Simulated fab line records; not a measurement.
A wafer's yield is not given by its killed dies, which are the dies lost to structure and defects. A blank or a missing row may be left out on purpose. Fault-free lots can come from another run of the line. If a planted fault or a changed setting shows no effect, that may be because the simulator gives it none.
Chamber matching    flow nand-harc    4 sister chambers for NHARC_THIN_TSV_CMP_01 on cmp-03
The step polishes. 14 wafers are shown with their chamber, then 7 later ones without.

## EACH WAFER AND ITS CHAMBER
wafer   chamber  motor-current-A (A)
L531.2  3        13.1
L531.5  3        12.8
L531.6  2        10.7
L532.1  1        11.0
L532.2  3        12.2
L532.5  0        12.4
L542.3  2        11.0
L542.5  3        13.1
L542.6  0        11.5
L544.4  2        10.6
L544.5  1        10.9
L544.6  0        12.4
L549.1  2        10.8
L549.2  1        10.7

SIGNATURES (averages over the wafers above)
reading          chamber 0  chamber 1  chamber 2  chamber 3  scatter within a chamber
motor-current-A  12.100     10.867     10.775     12.800     0.348
Rule: a wafer's distance from a chamber is the root of the sum, over the readings, of the square of ((its reading less the chamber's mean) divided by the reading's scatter). If the next closest chamber is less than 2 further off than the closest, the wafer can't be placed; otherwise it belongs to the closest. The scatter is the square root of a quotient: the sum, over the shown wafers, of each reading's squared deviation from its chamber's mean, divided by wafers minus chambers.

## WAFERS WITH NO CHAMBER GIVEN
wafer   motor-current-A (A)
L549.3  12.6
L548.1  11.1
L548.2  10.5
L548.3  12.0
L553.2  11.0
L553.3  13.1
L553.6  10.3

## CHAMBER TAKEN BY EACH
wafer   from the rows above      in truth
L549.3  can't be placed: 3 or 0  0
L548.1  can't be placed: 1 or 2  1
L548.2  can't be placed: 2 or 1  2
L548.3  0                        0
L553.2  can't be placed: 1 or 2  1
L553.3  3                        3
L553.6  can't be placed: 2 or 1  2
2 of 7 placed correctly. Cannot be placed on the basis of these rows: 5; the candidates contain the true chamber in 5. Placed wrongly: 0.
